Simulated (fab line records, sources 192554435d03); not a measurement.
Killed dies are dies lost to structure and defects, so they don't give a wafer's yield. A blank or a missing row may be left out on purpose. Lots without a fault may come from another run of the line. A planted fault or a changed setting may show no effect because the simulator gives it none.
A struck lot beside a sound one | flow n5_finfet | 18 steps out of a route of 1938
Sound: wafers L266.2, L266.3, L266.5. Struck: wafer L281.1. (L281.2, L281.3 of the same lot were not struck and are left out.) The cause comes at the end.
At each step with rows: each side's tool, then ch and its chambers, then its first start. Under that, the readings that differ: sound wafers | struck wafers | difference of the means | sigmas: that difference in standard deviations of wafers without a fault.
alike: readings whose means differ by less than 2 such deviations, and words and numbers that are the same on both sides. not compared: withheld readings, readings that some wafer has no value for, bounds like >300 that may hide the same value, and numbers for which the record gives no deviation and whose values overlap.
The two part at a step that has a row with sigmas, a row that says differs or no value, or rows on one side only. Numbers that don't overlap but have no deviation are shown without sigmas and don't part them. A reading that every wafer of one side lacks parts them only if that side has two wafers or more.

first, 7 steps without rows for these wafers: N5_BEOL_M0_CUTY_COAT_50 (time 60 s, resist thk 15 nm); N5_BEOL_M0_CUTY_COAT_51 (resist thk 150 nm); N5_BEOL_M0_CUTY_EBR_52; N5_BEOL_M0_CUTY_SOFTBAKE_53 (time 60 s); N5_BEOL_M0_CUTY_EXPOSE_54 (exposes mask M0 ABLK); N5_BEOL_M0_CUTY_PEB_55 (peb time 60 s); N5_BEOL_M0_CUTY_DEVELOP_56 (develop time 30 s).
N5_BEOL_M0_CUTY_CD_MEAS_57: target cd 200 nm.
  sound on cd_sem-03 ch 0, day 5 20:52; struck on cd_sem-01 ch 0, day 9 15:13
  alike: cd_nm
N5_BEOL_M0_CUTY_OVL_MEAS_58:
  sound on overlay-02 ch 0, day 5 20:53; struck on overlay-01 ch 0, day 9 15:15
  alike: M0_ABLK_OVL
N5_BEOL_M0_CUTY_INSPECT_59: inspects for defects (macro).
  sound on defect_inspect-02, day 5 20:55; struck on defect_inspect-02, day 9 15:16
  alike: raw_defect_count
N5_BEOL_M0_CUTY_DESCUM_61: chemistry O2, time 7.9 s.
  sound on rie_diel-05 ch 1,2, day 5 21:01; struck on rie_diel-05 ch 1, day 9 15:19
  alike: drypump_motor_current_A, oes_product_au, rf_vpp_V, showerhead_plenum_p_Torr, throttle_valve_pct
  not compared: rf_hours_counter_h
N5_BEOL_M0_CUTY_ETCH_62: etches SiARC in CF4, time 58.5 s.
  sound on rie_diel-05 ch 1,2, day 5 21:03; struck on rie_diel-05 ch 1, day 9 15:20
  reading      | sound             | struck | difference | sigmas
  rf_vpp_V (V) | 185.5 184.0 184.8 | 182.4  | -2.4       | -2
  alike: cf4_flow_sccm, drypump_motor_current_A, etch_rf_on_time_s, oes_product_au, showerhead_plenum_p_Torr, throttle_valve_pct
  not compared: rf_hours_counter_h
N5_BEOL_M0_CUTY_ETCH_63: etches SOC in N2/H2, target depth 82.7 nm, overetch 16.5 nm, time 124 s.
  sound on rie_diel-05 ch 1,2, day 5 21:06; struck on rie_diel-05 ch 1, day 9 15:23
  reading                                               | sound      | struck | difference | sigmas
  model.SiO2_of_BEOL_M0_SAQP_SPACER2_ALD_26.thk_nm (nm) | 7.2 7.2 7  | 5.2    | -1.9       |
  model.SiO2_of_BEOL_M0_SAQP_ALD_48.thk_nm (nm)         | 12 12.2 12 | 11.8   | -0.3       |
  alike: drypump_motor_current_A, n2_flow_sccm, oes_product_au, rf_vpp_V, showerhead_plenum_p_Torr, throttle_valve_pct
  not compared: rf_hours_counter_h
then, 1 step without rows for these wafers: N5_BEOL_M0_CUTY_STRIP_64 (strips in N2/H2).
N5_BEOL_M0_ETCH_138: etches SiCN in CH3F/O2, target depth 12 nm, time 31.6 s.
  sound on rie_diel-05 ch 1,2, day 5 21:13; struck on rie_diel-05 ch 1, day 9 15:31
  alike: drypump_motor_current_A, etch_rf_on_time_s, oes_product_au, rf_vpp_V, showerhead_plenum_p_Torr, throttle_valve_pct
  not compared: rf_hours_counter_h
N5_BEOL_M0_HM_OPEN_105: chemistry Cl2/BCl3, target TiN, target depth 12 nm.
  sound on rie_metal-02 ch 0, day 6 00:01; struck on rie_metal-01 ch 0, day 9 15:39
  reading                                               | sound             | struck | difference | sigmas
  oes_product_au (a.u.)                                 | 0.65 0.65 0.65    | 0.94   | +0.29      | +3
  throttle_valve_pct (%)                                | 22.02 22.04 22.04 | 21.71  | -0.32      | -2
  model.SiO2_of_BEOL_M0_SAQP_SPACER2_ALD_26.thk_nm (nm) | 2.8 2.8 2.6       | 1.4    | -1.3       |
  alike: drypump_motor_current_A
  not compared: rf_hours_counter_h
N5_BEOL_M0_STRIP_140: strips in CF4.
  sound on rie_diel-05 ch 0,1, day 6 00:12; struck on rie_diel-05 ch 0, day 9 15:55
  alike: cf4_flow_sccm, drypump_motor_current_A, oes_product_au, rf_vpp_V, showerhead_plenum_p_Torr, throttle_valve_pct
  not compared: rf_hours_counter_h
-- the record jumps here: 3 days lie between the struck wafers' starts before and after (it left off in module BEOL_M0 and takes up again in module BEOL_M4, whose first step shown is number 1111 of the route) --
N5_BEOL_M4_RC_MEAS_101:
  sound on prober-02 ch 0, day 8 00:35; struck on prober-01 ch 0, day 12 22:23
  alike: DIBL_N, DIBL_P, IOFF_N, IOFF_P, ION_N, ION_P, SS_N, SS_P, VT_N, VT_P

WHERE THEY PART
First at N5_BEOL_M0_CUTY_ETCH_62; last, within this record, at N5_BEOL_M0_HM_OPEN_105. Later steps at which nothing parts them and some readings are alike: N5_BEOL_M0_STRIP_140, N5_BEOL_M4_RC_MEAS_101.

WHY: what the simulator had put in
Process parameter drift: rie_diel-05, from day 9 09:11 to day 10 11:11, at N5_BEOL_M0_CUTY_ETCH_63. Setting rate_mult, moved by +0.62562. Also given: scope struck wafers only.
